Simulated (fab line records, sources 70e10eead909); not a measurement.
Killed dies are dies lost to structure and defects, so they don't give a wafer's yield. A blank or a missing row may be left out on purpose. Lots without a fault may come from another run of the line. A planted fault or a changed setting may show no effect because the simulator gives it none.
Problem report in the 8D (eight disciplines) form, filled by code | flow nand_harc | the parts of the form that need people (team, actions taken, sign-off) are left out

1. THE PROBLEM
killed_at_array at NHARC_END_SORT_01 reads a mean of 112 on 2 wafers of 2 lots; wafers without a fault read 24 with a standard deviation of 8.7. That is +10 standard deviations from the usual mean.
First seen on wafer L343.4, day 24 21:41, on prober-01. The record holds 14 wafers of 6 lots with a number at this step. Rule for "out", or "out of limits": more than 4 standard deviations from the usual mean. The other wafers with a number count as sound.

2. WHAT IT IS AND WHAT IT IS NOT
question                    | is                           | is not
which readings at this step | killed_at_array, killed_dies | killed_at_other, killed_at_periphery, killed_open, killed_short
which lots                  | L343, L344                   | L325, L333, L347, L348
which wafers of those lots  | all that have a number       | -
read on which gauges        | prober-01, prober-02         | -
when                        | from day 24 21:41            | up to then (6 sound wafers); but 6 sound wafers of L347, L348 came after

3. SUSPECTS, AND WHAT RULES EACH OUT
Counting: a tool at a process step up to the reading stays a suspect if it ran every lot that is out and no sound lot after the first of them.
- the gauge at NHARC_END_SORT_01: ruled out. The wafers that are out were read on 2 gauges (prober-01, prober-02).
- rie_diel-03 at NHARC_A_STAIRCASE_ETCH_253 (etches the open film in C4F8/O2, target depth 50 nm, time 20.2 s): kept. It ran every lot that is out, first L343 (day 15 15:00), and no sound lot after that; its last sound lot up to then is L325 (day 11 04:57).
- wet_bench-07 at NHARC_A_STAIRCASE_STRIP_255 (strips in SPM, time 900 s): kept. It ran every lot that is out, first L343 (day 15 15:28), and no sound lot after that; its last sound lot up to then is L333 (day 13 17:35).
- acl_dep-03 at NHARC_A_STAIRCASE_HM_DEP_456 (deposits aC, target thk 1500 nm): ruled out as a lasting fault. Sound lots L348 ran on it after its first lot that is out, L343 (day 16 00:32).
- acl_dep-03 at NHARC_A_STAIRCASE_HM_DEP_462 (deposits aC, target thk 800 nm): ruled out as a lasting fault. Sound lots L348 ran on it after its first lot that is out, L343 (day 16 12:39).
- pecvd-04 at NHARC_A_STAIRCASE_DEP_301 (deposits SiON, target thk 30 nm): kept. It ran every lot that is out, first L343 (day 16 13:42), and no sound lot after that.
Left after counting: rie_diel-03 at NHARC_A_STAIRCASE_ETCH_253, wet_bench-07 at NHARC_A_STAIRCASE_STRIP_255, pecvd-04 at NHARC_A_STAIRCASE_DEP_301.

4. THE CAUSE (what the simulator had put in)
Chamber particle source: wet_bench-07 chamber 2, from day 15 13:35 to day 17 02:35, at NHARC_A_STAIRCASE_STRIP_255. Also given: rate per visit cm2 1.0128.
Counting left 3 suspects, and this tool is among them.

5. THE CHAIN OF EFFECTS, in route order
Each row: a reading whose mean over the struck wafers that have a number lies more than 3 standard deviations from the usual. Only readings for which the record gives a usual standard deviation are gone through. hours: the time from each lot's start at the first step in this table that gives one to its start at this step, as a median over the lots. sigmas: the change in usual standard deviations.
hours | step              | reading         | usual | on struck wafers | change | sigmas
0     | NHARC_END_SORT_01 | killed_at_array | 24    | 112              | +88    | +10
0     | NHARC_END_SORT_01 | killed_dies     | 28    | 117              | +89    | +10

6. WHAT WOULD HAVE CAUGHT IT SOONER
In this record the first reading out of limits at a measuring or inspecting step was taken at day 24 21:41, 224 hours after the fault began at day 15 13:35.
Of the tool readings at NHARC_A_STAIRCASE_STRIP_255 for which the record gives a usual standard deviation, none was out on any struck wafer, so an alarm limit of 4 standard deviations on them would not have fired.
All the lots that are out (2) had begun NHARC_A_STAIRCASE_STRIP_255 on wet_bench-07 by day 24 21:41. A hold on the tool at that time would have spared none of them.
